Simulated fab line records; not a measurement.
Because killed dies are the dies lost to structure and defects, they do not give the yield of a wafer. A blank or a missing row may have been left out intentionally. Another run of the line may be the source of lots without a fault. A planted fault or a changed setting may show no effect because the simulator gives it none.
fab line records    flow n5Finfet
record: lots: 9  wafers: 27  lastDay: 16
route steps=1938 shown SD_EPI_N@278 BEOL_M4@1090 PASSIVATION@1936
lots untouched by any fault: they come from a run of this same line in which no faults occurred
startH: the number of hours between the record's first day and the start of the first shown wafer of the lot    waitH: how many hours have passed since the lot's step before this one    " same as the row above    L1.1+2: one row covering several wafers at once    - no value present, or no start provided    * or withheld: withheld    < > ~ a bound
route shown NAME@n: names a module that has steps shown in the file, with the first one's number in the route    usual: mean and standard deviation over wafers with no fault    same: alike in all rows    chamber/n: place in a boat    sites: the reading at each site    _std_site: the values' standard deviation    _edge_site: the outer-site mean with the inner-site mean subtracted    radiusMm: how far each site lies from the wafer's centre    mask NAME#n: copy n    behind: the most recent tool/chamber to have shaped the wafer    hold: what put the lot on hold/how long, in hours/how the hold closed    device: the n, p or np transistor that did not switch    end of line: at the end of the route, the tests of the same wafers    a step given without rows: its recipe and nothing more    killed: the dies lost at the first sort to structure and to defects; this is not the yield of the wafer    map: dies across one wafer; x = killed, . = not, _ = none there
set.NAME: setting as actually run; set.NAME@STEP: the setting as run at that earlier step    model.NAME: the simulator's own value behind a step, which no gauge read
the route's steps for a sample of lots (tables are steps, rows are wafers)
services: from which hour (startH, from the record's first day; less than 0 if before it) a tool's chamber was out of use, for how many hours, and why
== steps ==
step: N5_SD_EPI_N_ETCH_45
recipe: chemistry: CH3F/O2  target: SiOCN  targetDepthA: 60  maskMaterial: SOC  ionEnergyEv: 60  biasW: 29  pressureMtorr: 15  sourceW: 410  Ar_flow_sccm: 150  CH3F_flow_sccm: 30  O2_flow_sccm: 20
usual: drypumpMotorCurrentA: 5.9/0.54  mfcArSccm: 150.0/0.43  oesProductAu: 0.78/0.083  rfVppV: 127.6/0.97  showerheadPlenumPTorr: 2.00/0.065  throttleValvePct: 23.34/0.25
lot.wafer  tool        chamber  startH  waitH  drypumpMotorCurrentA  mfcArSccm  oesProductAu  rfHoursCounterH  rfVppV  showerheadPlenumPTorr  throttleValvePct
L683.3     rieDiel-04  1        55.76   0.1    6.0                   150.4      0.70          225              126.8   1.97                   23.45
L683.4     "           3        "       "      6.0                   150.7      0.95          6                129.2   2.13                   23.13
L683.5     "           0        "       "      6.5                   150.6      0.72          -                127.6   1.98                   23.49
L684.2     rieDiel-02  3        60.51   0.1    5.1                   149.9      0.69          181              127.3   1.98                   23.71
L684.4     "           1        "       "      5.5                   150.2      0.73          170              127.1   2.07                   23.44
L684.6     "           2        "       "      6.5                   149.9      0.87          -                127.5   2.03                   23.43
L687.1     rieDiel-04  2        80.76   0.1    5.9                   149.7      0.90          26               129.1   1.95                   23.35
L687.4     "           1        "       "      6.0                   150.4      0.69          233              126.6   1.96                   23.45
L687.6     "           0        "       "      6.5                   149.5      0.70          -                127.4   1.98                   23.50
L689.1     rieDiel-04  3        90.23   0.1    6.0                   149.9      0.90          18               129.5   2.12                   23.13
L689.4     "           2        "       "      5.8                   150.7      0.90          30               126.7   1.95                   23.32
L689.6     "           2        "       "      5.8                   149.6      0.89          -                126.3   1.95                   23.35
L693.2     rieDiel-04  0        120.23  0.1    6.5                   150.5      0.69          225              128.2   1.98                   23.51
L693.4     "           2        "       "      5.9                   150.0      0.87          -                126.1   1.95                   23.38
L693.6     "           3        "       "      6.0                   149.4      0.88          -                127.3   2.12                   23.16
L695.2     rieDiel-06  1        128.04  0.1    5.7                   149.8      0.77          123              127.1   2.08                   23.66
L695.5     "           3        "       "      4.9                   150.3      0.83          -                127.4   2.02                   23.42
L695.6     "           0        "       "      6.9                   148.9      0.80          -                126.3   1.92                   22.87
L699.4     rieDiel-04  2        150.63  0.1    5.8                   150.1      0.85          -                128.0   1.94                   23.36
L699.5     "           3        "       "      6.0                   150.3      0.87          -                128.5   2.11                   23.17
L699.6     "           1        "       "      5.9                   149.5      0.67          -                127.9   1.96                   23.49
L700.1     rieDiel-04  0        159.19  0.1    6.5                   149.6      0.69          237              127.0   1.97                   23.52
L700.4     "           0        "       "      6.5                   149.6      0.68          -                127.2   1.97                   23.54
L700.6     "           2        "       "      5.9                   149.9      0.84          -                127.3   1.94                   23.37
L703.1     rieDiel-04  0        175.32  0.1    6.5                   149.5      0.68          245              127.1   1.97                   23.53
L703.3     "           1        "       "      5.9                   150.6      0.99          1                127.3   1.96                   23.24
L703.4     "           2        "       "      5.9                   150.8      0.83          69               126.8   1.94                   23.40
step: N5_BEOL_M4_SPUTTER_86
recipe: material: Cu  targetThkA: 45  tempC: -20  chamberPressurePa: 0.07  powerW: withheld  timeS: 8.29
usual: throttleValvePct: 29.7/1.3
lot.wafer  tool           chamber  startH  waitH  throttleValvePct
L683.3     pvdSputter-03  -        170.99  0.1    31.1
L683.4     "              -        "       "      31.4
L683.5     "              -        "       "      28.0
L684.2     pvdSputter-01  -        175.81  0.1    29.4
L684.4     "              -        "       "      31.3
L684.6     "              -        "       "      31.1
L687.1     pvdSputter-01  -        197.04  0.1    28.3
L687.4     "              -        "       "      31.0
L687.6     "              -        "       "      31.1
L689.1     pvdSputter-03  -        203.31  0.1    31.6
L689.4     "              -        "       "      29.8
L689.6     "              -        "       "      27.8
L693.2     pvdSputter-02  -        231.69  0.1    29.6
L693.4     "              -        "       "      29.4
L693.6     "              -        "       "      29.9
L695.2     pvdSputter-03  -        244.97  0.1    28.2
L695.5     "              -        "       "      27.9
L695.6     "              -        "       "      32.0
L699.4     pvdSputter-03  -        266.13  0.1    28.0
L699.5     "              -        "       "      29.9
L699.6     "              -        "       "      32.2
L700.1     pvdSputter-02  -        268.90  0.1    29.6
L700.4     "              -        "       "      29.7
L700.6     "              -        "       "      29.8
L703.1     pvdSputter-01  -        286.96  0.1    28.4
L703.3     "              -        "       "      31.3
L703.4     "              -        "       "      28.8
step: N5_BEOL_M4_ANNEAL_87
recipe: tempC: 400  timeS: 240  ambient: vacuum
usual: heaterPowerW: 848/86  susceptor_temp_C_max: 401.1/0.36
lot.wafer  tool           chamber  startH  waitH  heaterPowerW  susceptor_temp_C_max
L683.3     pvdSputter-03  -        171.07  0.0    869           401.3
L683.4     "              -        "       "      887           401.5
L683.5     "              -        "       "      770           401.5
L684.2     pvdSputter-01  -        175.89  0.0    814           400.7
L684.4     "              -        "       "      952           401.5
L684.6     "              -        "       "      922           401.2
L687.1     pvdSputter-01  -        197.12  0.0    728           401.1
L687.4     "              -        "       "      915           401.2
L687.6     "              -        "       "      926           401.5
L689.1     pvdSputter-03  -        203.39  0.0    898           401.5
L689.4     "              -        "       "      979           401.2
L689.6     "              -        "       "      780           400.9
L693.2     pvdSputter-02  -        231.77  0.0    753           400.6
L693.4     "              -        "       "      914           401.7
L693.6     "              -        "       "      746           400.4
L695.2     pvdSputter-03  -        245.05  0.0    779           401.2
L695.5     "              -        "       "      767           401.0
L695.6     "              -        "       "      735           401.0
L699.4     pvdSputter-03  -        266.21  0.0    781           401.5
L699.5     "              -        "       "      951           401.5
L699.6     "              -        "       "      760           400.9
L700.1     pvdSputter-02  -        268.98  0.0    967           400.7
L700.4     "              -        "       "      774           400.6
L700.6     "              -        "       "      976           400.6
L703.1     pvdSputter-01  -        287.04  0.0    729           401.0
L703.3     "              -        "       "      921           401.2
L703.4     "              -        "       "      825           400.7
step: N5_BEOL_M4_DEP_57
recipe: material: SiCN  targetThkA: 80  tempC: withheld  precursor: 3MS/NH3  pressureTorr: 3  rfW: 202  timeS: 14
usual: showerheadPlenumPTorr: 3.657/0.015  throttleValvePct: 9.3/0.54
lot.wafer  tool      chamber  startH  waitH  showerheadPlenumPTorr  sinceWetCleanH  throttleValvePct
L683.3     pecvd-03  0        173.12  0.0    3.687                  1240            9.1
L683.4     "         1        "       "      3.684                  -               9.0
L683.5     "         2        "       "      3.662                  -               8.8
L684.2     pecvd-02  1        177.89  0.0    3.648                  1426            9.8
L684.4     "         0        "       "      3.653                  -               9.4
L684.6     "         1        "       "      3.647                  -               10.0
L687.1     pecvd-03  2        199.52  0.0    3.651                  456             8.6
L687.4     "         1        "       "      3.680                  -               9.3
L687.6     "         0        "       "      3.675                  -               9.1
L689.1     pecvd-01  1        205.62  0.0    3.664                  1816            9.6
L689.4     "         0        "       "      3.661                  -               9.6
L689.6     "         2        "       "      3.653                  -               8.6
L693.2     pecvd-03  0        233.77  0.0    3.687                  1300            9.0
L693.4     "         2        "       "      3.653                  -               8.8
L693.6     "         0        "       "      3.677                  -               8.8
L695.2     pecvd-02  1        247.06  0.0    3.652                  1495            9.4
L695.5     "         0        "       "      3.660                  -               9.7
L695.6     "         1        "       "      3.638                  -               9.7
L699.4     pecvd-02  1        268.23  0.0    3.650                  -               9.7
L699.5     "         0        "       "      3.650                  -               9.7
L699.6     "         2        "       "      3.642                  -               8.2
L700.1     pecvd-02  2        270.98  0.0    3.648                  40              8.3
L700.4     "         1        "       "      3.648                  -               9.8
L700.6     "         2        "       "      3.646                  -               8.2
L703.1     pecvd-01  2        289.04  0.0    3.648                  420             8.6
L703.3     "         1        "       "      3.660                  1899            9.6
L703.4     "         0        "       "      3.670                  -               9.8
step: N5_BEOL_M4_RC_MEAS_101
usual: DIBL_N: 36.3/1  DIBL_P: 36.2/1.4  IOFF_N: 0.157/0.021  IOFF_P: 0.206/0.025  ION_N: 673/9  ION_P: 461/6.4  RC_DENSE_N: 19.0/0.34  REXT_N: 75.0/1.5  SS_N: 71.5/0.5  SS_P: 73.2/0.47  VT_N: 249.9/2.4  VT_P: -250.6/2.9
lot.wafer  tool       chamber  startH  waitH  DIBL_N[mV/V]  DIBL_P[mV/V]  IOFF_N[nA/um]  IOFF_P[nA/um]  ION_N[uA/um]  ION_P[uA/um]  RC_DENSE_N[ohm.um]  REXT_N[ohm.um]  SS_N[mV/dec]  SS_P[mV/dec]  VT_N[mV]  VT_P[mV]
L683.3     prober-01  0        173.55  0.3    35.3          34.4          0.136          0.177          671           462           19.0                75.5            70.8          73.1          250.8     -251.1
L683.4     "          0        "       "      37.3          37.2          0.170          0.217          682           467           18.9                75.7            71.2          74.0          248.2     -250.9
L683.5     "          0        "       "      34.9          34.2          0.129          0.175          668           461           18.9                75.6            70.1          73.2          250.4     -252.8
L684.2     prober-02  0        178.17  0.2    36.3          36.9          0.150          0.209          659           457           19.7                77.5            71.7          72.9          252.3     -251.1
L684.4     "          0        "       "      35.5          36.1          0.134          0.194          657           452           19.7                75.9            71.6          73.6          255.2     -251.2
L684.6     "          0        "       "      37.9          38.2          0.171          0.225          669           461           18.7                75.5            72.7          74.3          250.0     -252.0
L687.1     prober-02  0        199.64  0.0    36.7          37.4          0.170          0.224          669           464           19.1                73.2            72.4          73.5          247.3     -249.1
L687.4     "          0        "       "      35.1          36.1          0.145          0.196          665           456           18.6                73.1            71.5          73.2          251.9     -252.0
L687.6     "          0        "       "      35.3          36.2          0.144          0.196          661           458           19.0                73.6            70.9          73.4          251.8     -252.4
L689.1     prober-01  0        205.76  0.0    37.1          38.0          0.200          0.260          676           464           19.0                73.8            72.4          74.0          247.1     -247.2
L689.4     "          0        "       "      36.2          37.4          0.189          0.241          673           463           18.3                73.9            71.8          73.5          246.8     -248.0
L689.6     "          0        "       "      36.3          37.1          0.183          0.251          676           465           18.9                73.7            71.9          74.3          249.2     -246.9
L693.2     prober-01  0        234.04  0.2    36.5          35.9          0.161          0.207          675           461           18.7                75.4            71.6          72.9          248.3     -252.3
L693.4     "          0        "       "      35.9          35.9          0.152          0.208          670           465           18.6                74.4            71.8          72.8          250.5     -248.5
L693.6     "          0        "       "      35.5          35.2          0.155          0.199          674           469           18.7                75.1            71.9          72.5          249.1     -248.3
L695.2     prober-01  0        247.33  0.2    35.0          34.8          0.146          0.197          674           465           19.1                77.6            71.1          72.9          250.0     -252.0
L695.5     "          0        "       "      35.3          35.0          0.152          0.201          661           454           20.2                77.7            71.4          73.1          254.8     -248.4
L695.6     "          0        "       "      36.3          36.4          0.173          0.220          677           459           19.2                76.9            71.4          72.9          247.7     -250.4
L699.4     prober-02  0        268.79  0.5    35.6          35.9          0.151          0.179          665           455           18.9                74.9            70.6          73.3          248.0     -254.9
L699.5     "          0        "       "      36.8          37.1          0.173          0.206          666           455           19.1                75.1            71.6          72.8          250.0     -251.5
L699.6     "          0        "       "      36.5          37.8          0.172          0.214          678           463           18.9                75.7            71.6          73.4          248.5     -252.5
L700.1     prober-01  0        271.10  0.0    36.7          38.0          0.161          0.249          682           471           19.6                79.1            72.0          73.8          250.7     -244.6
L700.4     "          0        "       "      37.0          38.4          0.168          0.255          676           480           19.9                78.1            72.3          73.7          246.7     -244.6
L700.6     "          0        "       "      36.1          36.6          0.146          0.226          666           466           19.7                79.1            72.3          72.7          249.1     -248.5
L703.1     prober-01  0        289.16  0.0    35.3          34.6          0.132          0.206          671           470           20.2                80.4            70.9          73.2          251.5     -247.9
L703.3     "          0        "       "      35.9          34.8          0.137          0.210          657           463           20.3                80.5            71.3          72.5          250.1     -246.2
L703.4     "          0        "       "      35.0          34.3          0.132          0.208          673           472           19.7                78.5            70.8          72.6          252.1     -247.9
step: N5_PASSIVATION_PROBE_49
usual: defectLimitedYield: 91.1/1.3  killed_at_M0_to_M3: 36/10  killed_at_M4_up: 14/4.4  killedAtContacts: 14/5.7  killedAtFrontEnd: 39/9.4  killedAtOther: 2.9/2.6  killedDies: 105/15  killedOnRim: 14/3.5  killedOpen: 70/12  killedShort: 34/7.1  sort_bin_5_function: 5.3/0.77  sort_bin_6_memory: 3.3/0.66  sortNPass: 1075/15  sortYieldPct: 91.1/1.3
same: grossDies: 1180  killedAtBackSide: 0  sort_bin_4_leakage[%]: 0  sort_bin_8_speed[%]: 0
lot.wafer  tool       chamber  startH  waitH  defectLimitedYield[%]  killed_at_M0_to_M3  killed_at_M4_up  killedAtContacts  killedAtFrontEnd  killedAtOther  killedDies  killedOnRim  killedOpen  killedShort  sort_bin_5_function[%]  sort_bin_6_memory[%]  sortNPass  sortYieldPct[%]
L693.2     prober-02  -        323.93  0.1    94.4                   20                  9                15                21                1              66          4            47          16           3.4                     2.1                   1114       94.4
L693.4     prober-02  -        324.03  0.2    92.7                   27                  14               7                 26                12             86          14           54          31           4.2                     2.8                   1094       92.7
L693.6     prober-02  -        324.13  0.3    93.8                   18                  10               17                23                5              73          10           44          29           3.8                     2.0                   1107       93.8
killed by level:class
L693.2 MOL_CONTACT_COAG:geometricParticle:open=12 BEOL_M3:geometricParticle:open=6 STI_FIN_REVEAL:geometricParticle:open=5 BEOL_M1:geometricParticle:open=5 DUMMY_GATE:geometricParticle:open=4 BEOL_M0_SAQP:geometricParticle:short=4 MOL_CONTACT_COAG:geometricParticle:short=3 BEOL_M1:geometricParticle:short=3
L693.4 BEOL_M0_SAQP:geometricParticle:open=8 MOL_CONTACT_COAG:geometricParticle:open=7 FIN_SAQP:geometricParticle:open=4 DUMMY_GATE:geometricParticle:open=4 BEOL_M4:geometricParticle:short=4 BEOL_M0_SAQP:geometricParticle:short=4 BEOL_M1:geometricParticle:open=4 BEOL_M5:geometricParticle:open=4
L693.6 MOL_CONTACT_COAG:geometricParticle:open=12 BEOL_M3:geometricParticle:open=7 MOL_CONTACT_COAG:geometricParticle:short=5 FIN_SAQP:geometricParticle:short=4 ILD0:geometricParticle:short=4 BEOL_M0_SAQP:geometricParticle:short=4 BEOL_M5:geometricParticle:open=4 STARTING-WAFER:geometricParticle:open=4
== services ==
tool           chamber  startH  hours  kind
pvdSputter-01  -        44.92   1.6    repair
pecvd-01       1        57.43   6.6    repair
pvdSputter-01  -        69.15   2.1    repair
pvdSputter-02  -        71.13   0.5    repair
pecvd-03       2        71.91   20.2   repair
pecvd-02       1        79.00   5.5    scheduledDown
pecvd-03       0        83.67   12.7   repair
rieDiel-04     0        96.47   9.4    repair
rieDiel-04     1        108.49  18.2   repair
pvdSputter-02  -        125.20  3.7    repair
rieDiel-04     1        151.30  -      clean
rieDiel-04     1        151.30  -      consumableReplace:focusRing
rieDiel-04     1        151.30  20.6   scheduledDown
rieDiel-04     1        151.30  20.6   ventCycle
rieDiel-06     2        154.30  2.7    repair
pecvd-03       -        182.57  0.5    repair
pecvd-02       -        184.46  1.2    repair
rieDiel-02     -        187.98  14.6   pm
rieDiel-04     0        191.11  -      clean
rieDiel-04     0        191.11  -      consumableReplace:focusRing
rieDiel-04     0        191.11  17.0   scheduledDown
rieDiel-04     0        191.11  17.0   ventCycle
rieDiel-04     1        209.25  5.5    repair
rieDiel-04     0        234.06  1.5    repair
== key ==
firstSign: step: N5_BEOL_M4_RC_MEAS_101  reading: REXT_N  direction: up  sigmas: 2.9  usual: 75.0  struck: 79.3
effect: step: N5_BEOL_M4_RC_MEAS_101  reading: RC_DENSE_N  direction: up  sigmas: 2.5  usual: 19.0  struck: 19.9
metAt N5_SD_EPI_N_ETCH_45
struckLots L700,L703
notActingAt N5_BEOL_M4_SPUTTER_86,N5_BEOL_M4_ANNEAL_87,N5_BEOL_M4_DEP_57
onsetBetween 150.63 159.19
alsoFits time
fault: kind: processParameterDrift  tool: rieDiel-04  chamber: -  onsetH: 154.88  steps: N5_SD_EPI_N_ETCH_45  channel: targetDepthA  offset: -32.201  shape: step  endH: 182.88  actsIn: theseRecipesOnly  stated: 60
